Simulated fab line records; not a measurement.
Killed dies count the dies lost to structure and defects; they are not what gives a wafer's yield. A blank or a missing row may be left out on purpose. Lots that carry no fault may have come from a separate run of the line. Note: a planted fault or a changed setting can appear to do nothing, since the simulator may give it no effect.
Chamber matching	flow n5Finfet	N5_DUMMY_REMOVAL_STRIP_10 on rieDiel-03 has 4 sister chambers
The step strips in N2/H2, time 40 s. 14 wafers are shown with their chamber, then 7 later ones without.

== WAFERS PAIRED WITH THEIR CHAMBERS ==
wafer	chamber	showerheadPlenumPTorr (Torr)	drypumpMotorCurrentA (A)	throttleValvePct (%)
L075.4	3	3.40	5.5	12.40
L075.5	1	3.43	5.1	11.91
L075.6	2	3.49	5.8	11.99
L080.2	2	3.49	5.8	12.02
L080.3	1	3.42	5.1	11.95
L080.6	3	3.39	5.4	12.42
L086.4	1	3.41	5.1	11.97
L086.5	0	3.32	6.2	11.78
L086.6	1	3.41	5.1	11.97
L087.2	0	3.32	6.3	11.77
L087.4	3	3.39	5.4	12.47
L087.5	0	3.32	6.2	11.78
L088.2	0	3.32	6.2	11.79
L088.3	1	3.41	5.1	11.97

SIGNATURES (averages over the wafers above)
reading	chamber 0	chamber 1	chamber 2	chamber 3	scatter within a chamber
showerheadPlenumPTorr	3.3200	3.4160	3.4900	3.3933	0.00622
drypumpMotorCurrentA	6.225	5.100	5.800	5.433	0.0376
throttleValvePct	11.7800	11.9540	12.0050	12.4300	0.0244
Rule: a wafer lies at a distance from a chamber equal to the root of the sum of squares, over the readings, of (its reading less the chamber's mean, divided by the reading's scatter). If the next closest chamber is less than 2 further off than the closest, the wafer can't be placed; otherwise it belongs to the closest. The scatter is the square root of a quotient: the sum, over the shown wafers, of each reading's squared deviation from its chamber's mean, divided by wafers minus chambers.

== WAFERS WITH NO CHAMBER GIVEN ==
wafer	showerheadPlenumPTorr (Torr)	drypumpMotorCurrentA (A)	throttleValvePct (%)
L088.5	3.48	5.8	12.05
L091.1	3.41	5.1	11.98
L091.3	3.32	6.3	11.76
L091.6	3.48	5.8	12.03
L092.2	3.39	5.4	12.46
L092.5	3.48	5.8	12.07
L092.6	3.41	5.1	11.97

== WHICH CHAMBER EACH WENT THROUGH ==
wafer	from the rows above	in truth
L088.5	2	2
L091.1	1	1
L091.3	0	0
L091.6	2	2
L092.2	3	3
L092.5	2	2
L092.6	1	1
Correctly placed: 7 of 7. From these rows, 0 cannot be placed. Number placed wrongly: 0.
